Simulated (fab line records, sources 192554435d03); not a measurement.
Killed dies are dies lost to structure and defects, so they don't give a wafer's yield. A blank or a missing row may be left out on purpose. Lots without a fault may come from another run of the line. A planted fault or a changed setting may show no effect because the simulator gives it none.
Chamber matching | flow n5_finfet | N5_HKMG_FIN_ALD_74 on ald_hk-02: 4 sister chambers
The step deposits La2O3, target thk 0.5 nm, pulse time 6 s, co reactant pulse time 1 s. 4 wafers are shown with their chamber, then 7 later ones without.

WAFERS WITH THEIR CHAMBER
wafer  | chamber | heater_power_outer_w (W)
L078.6 | 0       | 213
L081.6 | 1       | 241
L082.1 | 3       | 220
L082.3 | 2       | 167

WAFERS WITHOUT THEIR CHAMBER
wafer  | heater_power_outer_w (W)
L082.5 | 216
L088.2 | 222
L088.4 | 241
L088.6 | 222
L090.1 | 242
L090.2 | 213
L090.6 | 163

WHICH CHAMBER EACH WENT THROUGH
wafer  | from the rows above     | in truth
L082.5 | can't be placed: 0 or 3 | 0
L088.2 | 3                       | 3
L088.4 | 1                       | 1
L088.6 | 3                       | 3
L090.1 | 1                       | 1
L090.2 | 0                       | 0
L090.6 | 2                       | 2
Placed correctly: 6 of 7. Can't be placed from these rows: 1 (the true chamber is among the candidates in 1). Placed wrongly: 0.
How it was worked out, from the rows above alone: a wafer's distance from a chamber is the root of the sum, over the readings, of the square of ((its reading less the chamber's mean) divided by the reading's scatter). The wafer belongs to the nearest chamber; if the next one is less than 2 further off, it can't be placed. A chamber's mean is the mean of its shown wafers. The scatter: with one shown wafer a chamber, the root of the mean of the squares of how far each hidden wafer lies from its nearest shown one.
